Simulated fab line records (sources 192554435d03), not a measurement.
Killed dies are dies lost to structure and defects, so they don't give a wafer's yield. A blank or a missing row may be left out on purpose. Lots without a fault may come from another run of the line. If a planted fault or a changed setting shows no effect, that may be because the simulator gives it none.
Lot-split experiment | flow n5 finfet | 21 wafers read from 7 lots, route of 1938 steps

== THE SPLIT ITSELF ==
At N5_BEOL_M7_HM_DEP_02 (deposits TiN, target thk 20 nm), the setting target thk a was moved away from the recipe's 200 angstrom on 5 of the 21 wafers read, by -13.1% to -4.9%. All remaining wafers had this setting at the recipe value.

== FROM THE SPLIT TO THE READING: what the file shows between them, 8 steps ==
- N5_BEOL_M7_COAT_05: resist thk 90 nm (also split here: spin rpm)
- N5_BEOL_M7_EBR_07
- N5_BEOL_M7_SOFTBAKE_06: time 60 s
- N5_BEOL_M7_DESCUM_16: chemistry O2, time 7.9 s
- N5_BEOL_M7_ETCH_61: etches SiARC in CF4, target depth 45.5 nm, time 75.8 s
- N5_BEOL_M7_ETCH_62: etches SOC in N2/H2, target depth 110 nm, overetch 22 nm, time 165 s
- N5_BEOL_M7_STRIP_68: strips in N2/H2
- N5_BEOL_M7_STRIP_67: strips in CF4

== THE READING ==
etch.depth nm (the simulator's own value, which no gauge read), in nm, at N5_BEOL_M7_HM_OPEN_17 (chemistry Cl2/BCl3, target TiN, target depth 20 nm, overetch 6 nm). There is no usual value for it anywhere in the file. Here, 16 wafers ran the recipe; their average is 19.89 nm with a standard deviation of 0.43 nm.

wafer  | tool, chamber at the split | target thk a as run, angstrom | against the recipe | etch.depth nm, nm | against lot-mates on the recipe
L074.3 | pvd sputter-02, -          | 187.6                         | -6.2%              | 18.4              | -1.39
L074.5 | pvd sputter-02, -          | 200                           | recipe             | 19.89             | -
L074.6 | pvd sputter-02, -          | 200                           | recipe             | 19.69             | -
L077.1 | pvd sputter-03, -          | 200                           | recipe             | 19.98             | -
L077.2 | pvd sputter-03, -          | 200                           | recipe             | 19.78             | -
L077.3 | pvd sputter-03, -          | 181.5                         | -9.3%              | 17.68             | -2.20
L078.1 | pvd sputter-03, -          | 200                           | recipe             | 20.57             | -
L078.4 | pvd sputter-03, -          | 200                           | recipe             | 20.44             | -
L078.5 | pvd sputter-03, -          | 200                           | recipe             | 20.28             | -
L082.1 | pvd sputter-03, -          | 200                           | recipe             | 20.55             | -
L082.2 | pvd sputter-03, -          | 190.2                         | -4.9%              | 19.47             | -0.97
L082.6 | pvd sputter-03, -          | 200                           | recipe             | 20.33             | -
L084.2 | pvd sputter-02, -          | 200                           | recipe             | 19.58             | -
L084.4 | pvd sputter-02, -          | 200                           | recipe             | 19.68             | -
L084.5 | pvd sputter-02, -          | 200                           | recipe             | 19.99             | -
L093.1 | pvd sputter-02, -          | 173.8                         | -13.1%             | 17.03             | -2.54
L093.4 | pvd sputter-02, -          | 173.8                         | -13.1%             | 16.69             | -2.88
L093.6 | pvd sputter-02, -          | 200                           | recipe             | 19.57             | -
L094.2 | pvd sputter-02, -          | 200                           | recipe             | 19.18             | -
L094.4 | pvd sputter-02, -          | 200                           | recipe             | 19.41             | -
L094.5 | pvd sputter-02, -          | 200                           | recipe             | 19.28             | -

FIT RESULTS
A straight line over all 21 wafers: etch.depth nm changes by +0.228 nm for each +1% of target thk a; r = +0.92; the points scatter about the line by 0.43 nm.
The same after taking each lot's own level away (the mean of its wafers on the recipe; 21 wafers): +0.213 nm for each +1%; r = +0.99; scatter 0.14 nm.
According to that fit, moving target thk a by its largest amount changes the reading by 2.8 nm.
Measured against the standard deviation above, the lots' own levels, which go from 19.290 to 20.440 nm, span 2.7 times it.
The two slopes agree, so the slope changes little with the lot-to-lot level.
Check: for one of the wafers moved furthest among these (-13.1%), held out of the fit, the line's prediction against its lot-mates is -2.93 nm. It came out at -2.54 nm against them.

== THE OTHER SPLITS THESE WAFERS WENT THROUGH ==
These wafers also went through other splits before the reading. Each is held against what the fit with the lots' levels taken away leaves over:
other split on the same wafers   | wafers away from the commonest value | r with etch.depth nm (lot level and that fit taken away)
N5_BEOL_M4_COAT_62 spin rpm      | 9                                    | -0.10
N5_BEOL_M5_ETCH_68 bias w        | 7                                    | -0.01
N5_BEOL_M5_TRENCH_ETCH_37 time s | 6                                    | -0.05
N5_BEOL_M6_COAT_64 spin rpm      | 10                                   | +0.04
N5_BEOL_M7_COAT_05 spin rpm      | 6                                    | +0.18

== THE WHOLE CHAIN: every reading that the file lists as answering this split, in the file's order ==
step                  | what it does                                                      | reading                                                                          | change (the file's fit)               | r (the file's)
N5_BEOL_M7_HM_DEP_02  | deposits TiN, target thk 20 nm                                    | TiN_of_BEOL_M7_HM_DEP_02.thk nm (the simulator's own value, which no gauge read) | +0.223 nm for each +1% of the setting | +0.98
N5_BEOL_M7_HM_OPEN_17 | chemistry Cl2/BCl3, target TiN, target depth 20 nm, overetch 6 nm | etch.depth nm (the simulator's own value, which no gauge read)                   | +0.217 nm for each +1% of the setting | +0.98

== THE FILE'S OWN FIT ==
etch.depth nm changes by +0.217 nm for each +1% of target thk a, r = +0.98.
